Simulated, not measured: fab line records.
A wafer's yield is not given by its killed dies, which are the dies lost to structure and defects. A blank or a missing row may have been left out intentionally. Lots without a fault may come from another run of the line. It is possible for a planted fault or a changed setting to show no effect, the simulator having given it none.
The tool behind it: which one?	flow nandHarc	Sampling: 7 lots, 21 wafers, 4 of 1302 route steps

WHAT THE GAUGES READ, wafer by wafer
NHARC_END_SORT_01.
lot	measured	on	defectLimitedYield (%)
L733	day 25 11:32	prober-02	93.1 91.1 92.8
L736	day 26 18:44	prober-01	88.6 86.6 87.6
L735	day 27 03:18	prober-01	95.4 94.5 96.2
L740	day 29 12:40	prober-02	87.1 86.0 86.4
L744	day 30 08:58	prober-01	88.5 89.2 88.9
L751	day 33 04:07	prober-01	0 90.4 90.0
L753	day 34 01:14	prober-01	0 92.0 91.4

WHAT TOOL EACH LOT RAN ON (gives the tool, then ch and the chambers of the sampled wafers, and finally the start)
lot	NHARC_A_M0_PVD_21	NHARC_THIN_TSV_STRIP_62	NHARC_THIN_TSV_DEGAS_49
L733	pvdSputter-02, day 23 21:42	plasmaAsher-02 ch 1, day 25 00:10	pvdSputter-01, day 25 00:19
L736	pvdSputter-01, day 25 05:29	plasmaAsher-01 ch 0, day 26 06:24	pvdSputter-01, day 26 06:34
L735	pvdSputter-03, day 25 13:38	plasmaAsher-01 ch 0,1, day 26 14:52	pvdSputter-01, day 26 15:01
L740	pvdSputter-02, day 27 11:38	plasmaAsher-02 ch 0,1, day 28 16:45	pvdSputter-01, day 28 16:55
L744	pvdSputter-03, day 28 15:49	plasmaAsher-02 ch 0,1, day 29 20:27	pvdSputter-03, day 29 20:37
L751	pvdSputter-03, day 31 14:14	plasmaAsher-02 ch 0, day 32 18:03	pvdSputter-03, day 32 18:13
L753	pvdSputter-03, day 32 12:31	plasmaAsher-01 ch 0,1, day 33 13:04	pvdSputter-03, day 33 13:16
- NHARC_A_M0_PVD_21: deposits Cu, target thk 30 nm, time 20.49 s.
- NHARC_THIN_TSV_STRIP_62: strips in N2/H2, time 20 s.
- NHARC_THIN_TSV_DEGAS_49: time 120 s.

THE ANSWER, worked out from the rows above alone
Rule: the usual values come from the lots themselves. Put in order of their means at a reading, lots are off if they are a third of the lots or fewer, leave a main group of 4 or more, and stand apart from it by a gap of 3 or more times the standard deviation of the main group's means; of several such gaps the widest counts. If all means in a main group match to the digits the tables above print for the reading, that group is not used. A lot without any number at a reading at which 4 lots or more have one is off too. Any other lot the step has rows for is counted as sound.
Off, at NHARC_END_SORT_01 on defectLimitedYield: L751, L753. The main group has a mean of 90.1 % with a standard deviation of 3.3.
A tool fits if, at a process step before that reading, it ran every lot that is off, and no sound lot after the first of them. Those tools and the gauges at NHARC_END_SORT_01 are tried in the same way. This does not decide it: 2 tools fit, namely pvdSputter-03 at NHARC_A_M0_PVD_21 and NHARC_THIN_TSV_DEGAS_49 and prober-01 at NHARC_END_SORT_01.

WHAT HAD BEEN PUT IN BY THE SIMULATOR
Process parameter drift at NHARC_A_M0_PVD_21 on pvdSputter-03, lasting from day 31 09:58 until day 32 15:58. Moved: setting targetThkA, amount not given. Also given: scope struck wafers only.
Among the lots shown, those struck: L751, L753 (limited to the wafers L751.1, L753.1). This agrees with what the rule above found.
